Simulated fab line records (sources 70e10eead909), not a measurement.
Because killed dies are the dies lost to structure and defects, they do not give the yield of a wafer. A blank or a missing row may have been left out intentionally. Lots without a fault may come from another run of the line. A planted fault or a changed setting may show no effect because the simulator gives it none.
Which tool did it?    flow nand-harc    60 wafers from 20 lots sampled at 6 of the route's 1302 steps

== WHAT EACH GAUGE READ, for each wafer ==
No reading from a measuring or inspecting step in the record can be judged against a usual standard deviation.

== WHICH TOOL RAN EACH LOT (tool, then ch and the chambers of the sampled wafers, then the start) ==
lot   NHARC_A_STAIRCASE_ETCH_194                     NHARC_A_STAIRCASE_ETCH_227                     NHARC_A_STAIRCASE_ETCH_236                     NHARC_A_STAIRCASE_STRIP_274                    NHARC_A_STAIRCASE_DESCUM_291        NHARC_A_STAIRCASE_ETCH_452
L074  rie-diel-03 ch 2,3, day 16 13:41 or earlier    rie-diel-08 ch 2,3, day 16 13:41 or earlier    rie-diel-03 ch 0,2,3, day 16 13:41 or earlier  rie-diel-03 ch 0,1, day 16 13:41 or earlier    rie-diel-02 ch 0,3, day 16 13:41    rie-diel-02 ch 0,2, no start
L075  rie-diel-08 ch 0,1,2, day 16 20:35 or earlier  rie-diel-08 ch 0,3, day 16 20:35 or earlier    rie-diel-08 ch 2,3, day 16 20:35 or earlier    rie-diel-03 ch 1,3, day 16 20:35 or earlier    rie-diel-02 ch 0,2, day 16 20:35    rie-diel-02 ch 0,2,3, no start
L077  rie-diel-03 ch 1,2,3, day 18 08:20 or earlier  rie-diel-03 ch 1,2, day 18 08:20 or earlier    rie-diel-03 ch 2,3, day 18 08:20 or earlier    rie-diel-08 ch 1,3, day 18 08:20 or earlier    rie-diel-02 ch 1,3, day 18 08:20    rie-diel-02 ch 1,2,3, no start
L078  rie-diel-03 ch 0,2,3, day 18 12:18 or earlier  rie-diel-03 ch 2,3, day 18 12:18 or earlier    rie-diel-02 ch 1,2, day 18 12:18 or earlier    rie-diel-03 ch 1,3, day 18 12:18 or earlier    rie-diel-03 ch 0,1,3, day 18 12:18  rie-diel-03 ch 1,2,3, no start
L079  rie-diel-03 ch 1,2,3, day 19 01:53 or earlier  rie-diel-02 ch 0,1,2, day 19 01:53 or earlier  rie-diel-02 ch 0,1,2, day 19 01:53 or earlier  rie-diel-08 ch 1,2,3, day 19 01:53 or earlier  rie-diel-02 ch 0,1,2, day 19 01:53  rie-diel-02 ch 0,2,3, no start
L081  rie-diel-08 ch 0,2,3, day 19 22:37 or earlier  rie-diel-08 ch 0,3, day 19 22:37 or earlier    rie-diel-08 ch 1,2,3, day 19 22:37 or earlier  rie-diel-08 ch 1,2, day 19 22:37 or earlier    rie-diel-02 ch 0,3, day 19 22:37    rie-diel-02 ch 0,3, day 19 23:24
L083  rie-diel-03 ch 0,2,3, day 20 00:32 or earlier  rie-diel-03 ch 0,1,3, day 20 00:32 or earlier  rie-diel-08 ch 0,1,2, day 20 00:32 or earlier  rie-diel-03 ch 0,1,3, day 20 00:32 or earlier  rie-diel-08 ch 0,1,2, day 20 00:32  rie-diel-08 ch 0,1,3, no start
L084  rie-diel-08 ch 2,3, day 21 08:15 or earlier    rie-diel-03 ch 0,3, day 21 08:15 or earlier    rie-diel-03 ch 0,1,3, day 21 08:15 or earlier  rie-diel-08 ch 1,2, day 21 08:15 or earlier    rie-diel-02 ch 2,3, day 21 08:15    rie-diel-02 ch 0,1, no start
L086  rie-diel-08 ch 1,3, day 21 11:56 or earlier    rie-diel-03 ch 0,1, day 21 11:56 or earlier    rie-diel-03 ch 0,1,3, day 21 11:56 or earlier  rie-diel-03 ch 0,1,2, day 21 11:56 or earlier  rie-diel-03 ch 1,2, day 21 11:56    rie-diel-03 ch 0,1, no start
L085  rie-diel-03 ch 0,2,3, day 21 13:47 or earlier  rie-diel-08 ch 1,3, day 21 13:47 or earlier    rie-diel-08 ch 0,2,3, day 21 13:47 or earlier  rie-diel-03 ch 0,1,3, day 21 13:47 or earlier  rie-diel-02 ch 0,1,2, day 21 13:47  rie-diel-02 ch 0,1,3, no start
L087  rie-diel-08 ch 1,2, day 22 02:13 or earlier    rie-diel-08 ch 1,2,3, day 22 02:13 or earlier  rie-diel-08 ch 1,2,3, day 22 02:13 or earlier  rie-diel-03 ch 1,2,3, day 22 02:13 or earlier  rie-diel-08 ch 0,1,3, day 22 02:13  rie-diel-08 ch 0,2,3, no start
L088  rie-diel-08 ch 0,1,2, day 22 14:44 or earlier  rie-diel-03 ch 0,1, day 22 14:44 or earlier    rie-diel-08 ch 0,1, day 22 14:44 or earlier    rie-diel-03 ch 2,3, day 22 14:44 or earlier    rie-diel-08 ch 2,3, day 22 14:44    rie-diel-08 ch 0,1,2, no start
L089  rie-diel-02 ch 1,2, day 22 15:11 or earlier    rie-diel-02 ch 0,1,2, day 22 15:11 or earlier  rie-diel-03 ch 1,2, day 22 15:11 or earlier    rie-diel-03 ch 1,2, day 22 15:11 or earlier    rie-diel-02 ch 0,3, day 22 15:11    rie-diel-02 ch 0,1,2, no start
L091  rie-diel-03 ch 1,2,3, day 23 13:05 or earlier  rie-diel-03 ch 0,1, day 23 13:05 or earlier    rie-diel-08 ch 1,2,3, day 23 13:05 or earlier  rie-diel-03 ch 0,2,3, day 23 13:05 or earlier  rie-diel-08 ch 1,2, day 23 13:05    rie-diel-08 ch 0,2,3, no start
L092  rie-diel-02 ch 0,1,3, day 24 16:00 or earlier  rie-diel-02 ch 0,2, day 24 16:00 or earlier    rie-diel-02 ch 0,1,2, day 24 16:00 or earlier  rie-diel-03 ch 1,2,3, day 24 16:00 or earlier  rie-diel-08 ch 1,2, day 24 16:00    rie-diel-08 ch 2,3, no start
L093  rie-diel-03 ch 0,2, day 24 17:43 or earlier    rie-diel-02 ch 0,1, day 24 17:43 or earlier    rie-diel-02 ch 0,2, day 24 17:43 or earlier    rie-diel-02 ch 1,2,3, day 24 17:43 or earlier  rie-diel-03 ch 0,1,3, day 24 17:43  rie-diel-03 ch 1,3, no start
L095  rie-diel-08 ch 1,2, day 25 13:43 or earlier    rie-diel-08 ch 0,1,3, day 25 13:43 or earlier  rie-diel-08 ch 0,1,3, day 25 13:43 or earlier  rie-diel-02 ch 1,2,3, day 25 13:43 or earlier  rie-diel-08 ch 1,2, day 25 13:43    rie-diel-08 ch 0,3, no start
L094  rie-diel-03 ch 0,3, day 25 14:01 or earlier    rie-diel-08 ch 1,2,3, day 25 14:01 or earlier  rie-diel-08 ch 1,3, day 25 14:01 or earlier    rie-diel-03 ch 0,2, day 25 14:01 or earlier    rie-diel-03 ch 2,3, day 25 14:01    rie-diel-03 ch 0,2,3, no start
L097  rie-diel-08 ch 2,3, day 25 22:28 or earlier    rie-diel-08 ch 1,2, day 25 22:28 or earlier    rie-diel-02 ch 0,2, day 25 22:28 or earlier    rie-diel-02 ch 0,3, day 25 22:28 or earlier    rie-diel-08 ch 0,1,3, day 25 22:28  rie-diel-08 ch 0,3, no start
L096  rie-diel-03 ch 1,2,3, day 25 22:52 or earlier  rie-diel-08 ch 0,1,2, day 25 22:52 or earlier  rie-diel-08 ch 1,2,3, day 25 22:52 or earlier  rie-diel-02 ch 0,1,3, day 25 22:52 or earlier  rie-diel-08 ch 1,2,3, day 25 22:52  rie-diel-08 ch 0,1,3, no start
- NHARC_A_STAIRCASE_ETCH_194: etches the open film in C4F8/O2, target depth 100 nm, time 40.5 s.
- NHARC_A_STAIRCASE_ETCH_227: etches the open film in C4F8/O2, target depth 100 nm, time 40.5 s.
- NHARC_A_STAIRCASE_ETCH_236: etches the open film in C4F8/O2, target depth 100 nm, time 40.5 s.
- NHARC_A_STAIRCASE_STRIP_274: strips in O2.
- NHARC_A_STAIRCASE_DESCUM_291: chemistry O2, time 3 s.
- NHARC_A_STAIRCASE_ETCH_452: etches the open film in CF4/O2, target depth 30 nm, overetch 3 nm, time 16.5 s.

== AS READ BY THE TOOLS THEMSELVES (means over the sampled wafers that have a number; for cases with no such wafer, the mark the record gives instead) ==
NHARC_A_STAIRCASE_ETCH_194.
lot   tool         oes-product-au (a.u.)  rf-fwd-power-W (W)  rf-vpp-V (V)
L074  rie-diel-03  0.942                  590.2               895
L075  rie-diel-08  0.946                  592.7               895
L077  rie-diel-03  0.937                  592.9               898
L078  rie-diel-03  0.933                  591.4               896
L079  rie-diel-03  0.921                  592.1               898
L081  rie-diel-08  0.932                  592.6               898
L083  rie-diel-03  0.924                  590.7               896
L084  rie-diel-08  0.944                  596.4               901
L086  rie-diel-08  0.949                  594.6               899
L085  rie-diel-03  0.937                  590.8               896
L087  rie-diel-08  0.949                  594.4               895
L088  rie-diel-08  0.954                  594.2               893
L089  rie-diel-02  0.947                  593.3               902
L091  rie-diel-03  0.949                  593.3               898
L092  rie-diel-02  0.948                  594.5               894
L093  rie-diel-03  0.955                  591.6               891
L095  rie-diel-08  0.947                  595.0               893
L094  rie-diel-03  0.942                  590.7               899
L097  rie-diel-08  0.942                  595.2               898
L096  rie-diel-03  0.933                  592.3               897

NHARC_A_STAIRCASE_ETCH_227.
lot   tool         oes-product-au (a.u.)  rf-fwd-power-W (W)  rf-vpp-V (V)
L074  rie-diel-08  0.942                  593.3               902
L075  rie-diel-08  0.953                  593.5               900
L077  rie-diel-03  0.935                  595.4               897
L078  rie-diel-03  0.930                  591.9               896
L079  rie-diel-02  0.947                  595.6               899
L081  rie-diel-08  0.941                  593.1               899
L083  rie-diel-03  0.937                  592.0               900
L084  rie-diel-03  0.945                  591.3               900
L086  rie-diel-03  0.951                  591.5               895
L085  rie-diel-08  0.948                  593.4               895
L087  rie-diel-08  0.949                  594.9               897
L088  rie-diel-03  0.948                  592.6               896
L089  rie-diel-02  0.949                  593.7               898
L091  rie-diel-03  0.929                  590.8               895
L092  rie-diel-02  0.942                  594.2               897
L093  rie-diel-02  0.945                  594.5               896
L095  rie-diel-08  0.940                  593.5               896
L094  rie-diel-08  0.934                  592.8               897
L097  rie-diel-08  0.936                  592.2               894
L096  rie-diel-08  0.930                  595.0               894

NHARC_A_STAIRCASE_ETCH_236.
lot   tool         oes-product-au (a.u.)  rf-fwd-power-W (W)  rf-vpp-V (V)
L074  rie-diel-03  0.952                  589.7               896
L075  rie-diel-08  0.958                  594.6               899
L077  rie-diel-03  0.941                  590.6               900
L078  rie-diel-02  0.956                  594.2               901
L079  rie-diel-02  0.943                  595.4               899
L081  rie-diel-08  0.947                  595.5               898
L083  rie-diel-08  0.943                  594.6               895
L084  rie-diel-03  0.946                  591.3               899
L086  rie-diel-03  0.944                  594.5               898
L085  rie-diel-08  0.951                  593.6               898
L087  rie-diel-08  0.945                  594.5               898
L088  rie-diel-08  0.941                  592.7               893
L089  rie-diel-03  0.947                  591.1               893
L091  rie-diel-08  0.952                  592.1               897
L092  rie-diel-02  0.948                  593.6               899
L093  rie-diel-02  0.940                  592.5               897
L095  rie-diel-08  0.934                  594.3               895
L094  rie-diel-08  0.935                  591.0               899
L097  rie-diel-02  0.950                  592.3               894
L096  rie-diel-08  0.944                  592.5               897

NHARC_A_STAIRCASE_STRIP_274.
lot   tool         drypump-motor-current-A (A)  o2-flow-sccm (sccm)  oes-product-au (a.u.)  rf-vpp-V (V)  showerhead-plenum-p-Torr (Torr)  throttle-valve-pct (%)
L074  rie-diel-03  5.7                          500.2                0.992                  58.0          3.52                             17.037
L075  rie-diel-03  5.8                          500.6                1.002                  57.6          3.69                             17.031
L077  rie-diel-08  6.0                          500.7                1.004                  58.3          3.63                             17.031
L078  rie-diel-03  6.0                          501.8                0.989                  58.1          3.72                             17.043
L079  rie-diel-08  6.0                          498.6                1.003                  57.8          3.58                             17.041
L081  rie-diel-08  6.1                          500.6                1.003                  57.8          3.52                             17.040
L083  rie-diel-03  5.8                          498.9                0.997                  58.2          3.60                             17.030
L084  rie-diel-08  5.9                          501.7                1.008                  57.6          3.47                             17.035
L086  rie-diel-03  5.9                          499.7                0.995                  56.8          3.48                             17.035
L085  rie-diel-03  5.8                          500.7                1.003                  57.4          3.60                             17.028
L087  rie-diel-03  6.1                          499.6                1.001                  58.2          3.58                             17.032
L088  rie-diel-03  6.4                          500.1                0.999                  57.6          3.49                             17.041
L089  rie-diel-03  6.1                          500.5                0.998                  58.2          3.46                             17.034
L091  rie-diel-03  6.1                          499.6                0.993                  58.0          3.51                             17.042
L092  rie-diel-03  6.1                          500.6                1.001                  58.2          3.57                             17.021
L093  rie-diel-02  6.0                          500.9                0.989                  58.2          3.54                             17.034
L095  rie-diel-02  5.9                          498.9                0.982                  58.1          3.71                             17.036
L094  rie-diel-03  6.0                          501.4                0.996                  58.3          3.39                             17.041
L097  rie-diel-02  5.8                          500.9                0.993                  58.3          3.68                             17.038
L096  rie-diel-02  5.8                          500.6                0.991                  57.8          3.65                             17.037

NHARC_A_STAIRCASE_DESCUM_291.
lot   tool         drypump-motor-current-A (A)  o2-flow-sccm (sccm)  oes-product-au (a.u.)  rf-vpp-V (V)  showerhead-plenum-p-Torr (Torr)  throttle-valve-pct (%)
L074  rie-diel-02  5.8                          200.5                0.998                  57.6          1.82                             11.311
L075  rie-diel-02  6.2                          200.0                0.998                  57.5          1.90                             11.310
L077  rie-diel-02  5.7                          199.9                0.998                  57.1          1.87                             11.310
L078  rie-diel-03  5.8                          199.8                1.001                  57.7          1.96                             11.299
L079  rie-diel-02  6.0                          200.0                0.999                  58.0          1.96                             11.305
L081  rie-diel-02  5.9                          200.4                0.995                  56.9          1.81                             11.312
L083  rie-diel-08  6.1                          199.6                1.003                  58.7          1.89                             11.311
L084  rie-diel-02  6.1                          199.4                0.993                  56.9          1.84                             11.313
L086  rie-diel-03  6.1                          199.8                0.991                  57.5          1.88                             11.313
L085  rie-diel-02  6.0                          200.1                1.002                  58.2          1.95                             11.312
L087  rie-diel-08  6.1                          199.7                1.002                  57.5          1.91                             11.314
L088  rie-diel-08  6.1                          199.7                1.004                  59.0          1.99                             11.303
L089  rie-diel-02  5.8                          199.9                0.992                  57.8          1.80                             11.314
L091  rie-diel-08  6.0                          200.1                1.004                  57.6          1.90                             11.315
L092  rie-diel-08  5.9                          200.2                1.005                  57.1          1.87                             11.316
L093  rie-diel-03  5.8                          200.6                1.003                  58.5          1.94                             11.312
L095  rie-diel-08  6.0                          200.0                1.004                  57.2          1.89                             11.306
L094  rie-diel-03  6.3                          199.7                1.001                  57.8          1.95                             11.316
L097  rie-diel-08  6.0                          200.0                1.001                  58.6          1.90                             11.313
L096  rie-diel-08  5.9                          200.3                0.991                  57.4          1.92                             11.311

NHARC_A_STAIRCASE_ETCH_452.
lot   tool         drypump-motor-current-A (A)  o2-flow-sccm (sccm)  oes_o_777_au (a.u.)  oes-product-au (a.u.)  rf-fwd-power-W (W)  rf-vpp-V (V)  showerhead-plenum-p-Torr (Torr)  throttle-valve-pct (%)
L074  rie-diel-02  6.4                          20.07                1.002                0.999                  295.5               198.6         1.35                             13.397
L075  rie-diel-02  6.1                          20.00                0.999                0.998                  293.8               197.3         1.31                             13.400
L077  rie-diel-02  6.0                          20.00                1.001                0.998                  295.6               197.2         1.35                             13.396
L078  rie-diel-03  6.1                          19.99                0.998                0.993                  293.4               198.0         1.36                             13.393
L079  rie-diel-02  6.1                          19.99                0.997                0.998                  294.9               196.6         1.31                             13.399
L081  rie-diel-02  5.9                          20.01                1.003                1.005                  294.5               197.0         1.28                             13.395
L083  rie-diel-08  6.1                          19.95                1.000                1.000                  294.8               197.3         1.34                             13.398
L084  rie-diel-02  5.6                          20.06                1.003                0.999                  296.3               198.8         1.38                             13.399
L086  rie-diel-03  5.7                          19.93                0.999                1.000                  293.9               197.7         1.32                             13.405
L085  rie-diel-02  5.8                          20.00                0.996                0.998                  295.2               196.9         1.32                             13.385
L087  rie-diel-08  6.2                          19.96                1.004                0.995                  294.7               198.9         1.35                             13.396
L088  rie-diel-08  6.1                          19.97                1.001                1.003                  295.3               198.2         1.31                             13.396
L089  rie-diel-02  6.0                          19.98                1.000                1.002                  295.4               198.4         1.36                             13.404
L091  rie-diel-08  6.2                          19.95                0.998                0.997                  294.2               198.3         1.35                             13.387
L092  rie-diel-08  6.1                          20.09                1.005                1.004                  296.4               198.6         1.36                             13.401
L093  rie-diel-03  6.0                          19.93                0.998                1.010                  294.0               199.9         1.40                             13.390
L095  rie-diel-08  6.2                          20.04                1.000                0.998                  293.6               198.0         1.36                             13.403
L094  rie-diel-03  6.1                          20.01                0.997                0.997                  292.3               197.3         1.32                             13.398
L097  rie-diel-08  6.3                          20.03                1.001                1.007                  293.5               197.2         1.33                             13.396
L096  rie-diel-08  6.0                          20.01                0.998                1.006                  294.3               198.4         1.33                             13.399

== THE ANSWER, worked out from the rows above alone ==
Rule: usual is defined by the lots themselves. The widest of any qualifying gaps counts: lots, ordered by their means at a reading, are off when they make up no more than a third of the lots, leave a main group of 4 or more, and stand apart from it by 3 or more times the standard deviation of that group's means. Not used: any main group whose means are identical at the precision the tables above print for the reading. Also off: a lot with no number at a reading for which 4 or more lots have one. Where the step has rows for the other lots, those lots are counted as sound. Order of review: gauges by route order, followed by the tools' own readings, for which a lot's mean as printed above is used. The first step at which some lot is off is used, and at that step the reading that is off furthest; a lot without a number counts as furthest.
Nothing can be told from this: no lot is off at any reading shown.

== WHAT THE SIMULATOR HAD PUT IN ==
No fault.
